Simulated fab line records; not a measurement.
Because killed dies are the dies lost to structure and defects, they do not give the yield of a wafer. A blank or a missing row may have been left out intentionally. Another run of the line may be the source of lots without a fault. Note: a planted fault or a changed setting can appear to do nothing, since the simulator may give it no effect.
Which of the tools did it? -- flow n5 finfet -- 10 lots with 28 wafers sampled at 5 steps, on a route of 1938 steps

## WHAT EACH GAUGE READ, for each wafer
N5_BEOL_M4_RC_MEAS_101.
lot,measured,on,DIBL_N (mV/V)
L345,day 8 10:56,prober-01,36.5 37.6 35.0
L346,day 8 17:58,prober-01,37.8 38.2 36.8
L347,day 8 20:34,prober-01,35.7 33.3 34.0
L349,day 13 23:11,prober-01,33.7 37.9
L356,day 11 14:35,prober-01,39.9 36.7 36.6
L360,day 12 15:38,prober-02,37.8 36.7 36.5
L361,day 13 04:14,prober-01,34.2 37.1 35.1
L362,day 13 06:20,prober-02,37.1 35.6
L363,day 13 12:28,prober-01,34.8 37.0 40.3
L364,day 13 21:27,prober-02,35.4 33.3 34.5

## WHAT TOOL EACH LOT RAN ON (gives the tool, then ch and the chambers of the sampled wafers, and finally the start)
lot,N5_HKMG_FIN_PWFM_ALD_03,N5_HKMG_FIN_ALD_91,N5_HKMG_FIN_STRIP_89,N5_HKMG_FIN_ALD_71
L345,"ald metal-03 ch 0,1,2, day 4 18:43","ald metal-02 ch 1,2,3, day 4 20:43","rie diel-03 ch 0,2,3, day 4 21:07","ald metal-02 ch 1,3, day 4 21:47"
L346,"ald metal-02 ch 0,2, day 5 07:17","ald metal-03 ch 1,3, day 5 09:40","rie diel-03 ch 0,2, day 5 10:11","ald metal-02 ch 0,2, day 5 10:52"
L347,"ald metal-02 ch 0,2, day 5 11:26","ald metal-03 ch 0,2,3, day 5 14:55","rie diel-05 ch 0,1,3, day 5 15:23","ald metal-02 ch 0,1,2, day 5 16:03"
L349,"ald metal-03 ch 1,3, day 6 00:14","ald metal-03 ch 0,1, day 6 02:10","rie diel-03 ch 2,3, day 6 02:34","ald metal-02 ch 0,2, day 6 03:15"
L356,"ald metal-02 ch 0,1, day 7 18:37","ald metal-04 ch 1,2, day 7 20:31","rie diel-05 ch 1,2,3, day 7 20:55","ald metal-04 ch 0,3, day 7 21:40"
L360,"ald metal-03 ch 1,3, day 8 13:35","ald metal-04 ch 2,3, day 8 15:40","rie diel-04 ch 0,3, day 8 16:04","ald metal-03 ch 0,3, day 8 16:51"
L361,"ald metal-04 ch 1,3, day 8 23:00","ald metal-04 ch 1,3, day 9 01:12","rie diel-05 ch 0,2,3, day 9 01:36","ald metal-03 ch 0,1,3, day 9 02:20"
L362,"ald metal-02 ch 0,2, day 9 01:01","ald metal-02 ch 1,3, day 9 03:35","rie diel-03 ch 0,3, day 9 03:59","ald metal-02 ch 0,1, day 9 04:40"
L363,"ald metal-04 ch 0,3, day 9 08:25","ald metal-03 ch 2,3, day 9 10:11","rie diel-04 ch 1,2, day 9 10:35","ald metal-02 ch 2,3, day 9 11:16"
L364,"ald metal-02 ch 0,2,3, day 9 15:19","ald metal-03 ch 0,2, day 9 18:02","rie diel-05 ch 2,3, day 9 18:26","ald metal-04 ch 1,3, day 9 19:15"
- N5_HKMG_FIN_PWFM_ALD_03: deposits TiN, target thk 2 nm, pulse time 1 s, purge time 3 s.
- N5_HKMG_FIN_ALD_91: deposits TiN, target thk 1 nm, pulse time 1 s, purge time 3 s.
- N5_HKMG_FIN_STRIP_89: strips SOC in N2/H2, time 20 s.
- N5_HKMG_FIN_ALD_71: deposits TiN, target thk 1 nm, pulse time 1 s, purge time 3 s.

## THE ANSWER, worked out from the rows above alone
Rule: the usual values come from the lots themselves. The widest of any qualifying gaps counts: lots, ordered by their means at a reading, are off when they make up no more than a third of the lots, leave a main group of 4 or more, and stand apart from it by 3 or more times the standard deviation of that group's means. A main group whose means are all the same, to the digits that the tables above print for the reading, isn't used. A lot without any number at a reading at which 4 lots or more have one is off too. The other lots that the step has rows for count as sound.
No lot is off on any of the readings shown, so nothing can be concluded from this.

## WHAT WAS PUT IN BY THE SIMULATOR
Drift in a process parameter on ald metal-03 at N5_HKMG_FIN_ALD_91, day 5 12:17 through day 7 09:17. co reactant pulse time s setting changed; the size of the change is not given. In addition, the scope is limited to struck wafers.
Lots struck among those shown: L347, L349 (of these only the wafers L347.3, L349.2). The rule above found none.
